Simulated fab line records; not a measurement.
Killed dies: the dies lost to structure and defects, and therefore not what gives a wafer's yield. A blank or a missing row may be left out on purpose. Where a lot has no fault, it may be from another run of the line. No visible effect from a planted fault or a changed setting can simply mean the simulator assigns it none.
Which tool was responsible? + flow nandHarc + route of 1159 steps, sampled at 1 step: 24 lots, 72 wafers

== WHAT EACH GAUGE READ, for each wafer ==
NHARC_A_CONTACT_CD_MEAS_69 targets a cd of 200 nm.
| lot  | measured     | on       | cdNm (nm)         |
|------|--------------|----------|-------------------|
| L074 | day 16 20:26 | cdSem-01 | 200.3 199.5 199.8 |
| L076 | day 17 01:31 | cdSem-03 | 199.7 198.6 199.3 |
| L075 | day 17 04:19 | cdSem-02 | 199.6 198.9 200.6 |
| L077 | day 17 20:25 | cdSem-01 | 200.1 200.6 199.8 |
| L079 | day 17 22:50 | cdSem-01 | 200.2 199.3 200.1 |
| L078 | day 18 02:05 | cdSem-02 | 199.5 199.9 199.8 |
| L082 | day 18 16:09 | cdSem-01 | 198.9 199.1 198.4 |
| L081 | day 18 18:07 | cdSem-01 | 200.8 200.4 200.5 |
| L080 | day 18 22:19 | cdSem-02 | 199.7 200.2 200.0 |
| L083 | day 19 01:17 | cdSem-01 | 199.6 200.0 199.9 |
| L084 | day 19 04:31 | cdSem-01 | 199.4 199.0 199.2 |
| L087 | day 19 13:26 | cdSem-02 | 200.4 201.0 199.8 |
| L088 | day 19 14:16 | cdSem-02 | 200.2 199.4 199.9 |
| L086 | day 19 19:07 | cdSem-02 | 200.5 201.5 201.3 |
| L085 | day 20 00:11 | cdSem-02 | 200.7 199.9 201.0 |
| L089 | day 20 05:01 | cdSem-02 | 198.8 198.9 200.1 |
| L090 | day 20 10:35 | cdSem-01 | 199.8 200.4 200.1 |
| L091 | day 20 10:44 | cdSem-02 | 199.7 199.6 199.7 |
| L092 | day 20 20:25 | cdSem-02 | 198.8 199.5 200.0 |
| L093 | day 21 08:02 | cdSem-01 | 199.9 200.1 199.7 |
| L094 | day 21 09:16 | cdSem-01 | 200.7 200.2 201.3 |
| L095 | day 21 13:03 | cdSem-03 | 200.4 200.5 199.3 |
| L096 | day 21 14:06 | cdSem-01 | 199.8 200.1 200.2 |
| L097 | day 22 21:21 | cdSem-02 | 200.4 199.1 199.2 |

== EACH LOT AND THE TOOL THAT RAN IT (in order: tool; ch and the chambers of the sampled wafers; start) ==
Record: no process step prior to these readings.

== WHAT THE TOOLS THEMSELVES READ (means of the sampled wafers that have a number; where no wafer has one, the mark that the record gives instead) ==
The record holds no such reading with a usual standard deviation.

== THE ANSWER, worked out from the rows above alone ==
Rule: what is usual is taken from the lots themselves. Put in order of their means at a reading, lots are off if they are a third of the lots or fewer, leave a main group of 4 or more, and stand apart from it by a gap of 3 or more times the standard deviation of the main group's means; of several such gaps the widest counts. A main group is skipped when, at the precision printed for the reading in the tables above, its means are all equal. A lot without any number at a reading at which 4 lots or more have one is off too. Where the step has rows for the other lots, those lots are counted as sound. Order of review: gauges by route order, followed by the tools' own readings, for which a lot's mean as printed above is used. At the first step where some lot is off, the reading lying furthest off is the one used; lots without a number count as furthest.
Nothing can be told from this: no lot is off at any reading shown.

== WHAT HAD BEEN PUT IN BY THE SIMULATOR ==
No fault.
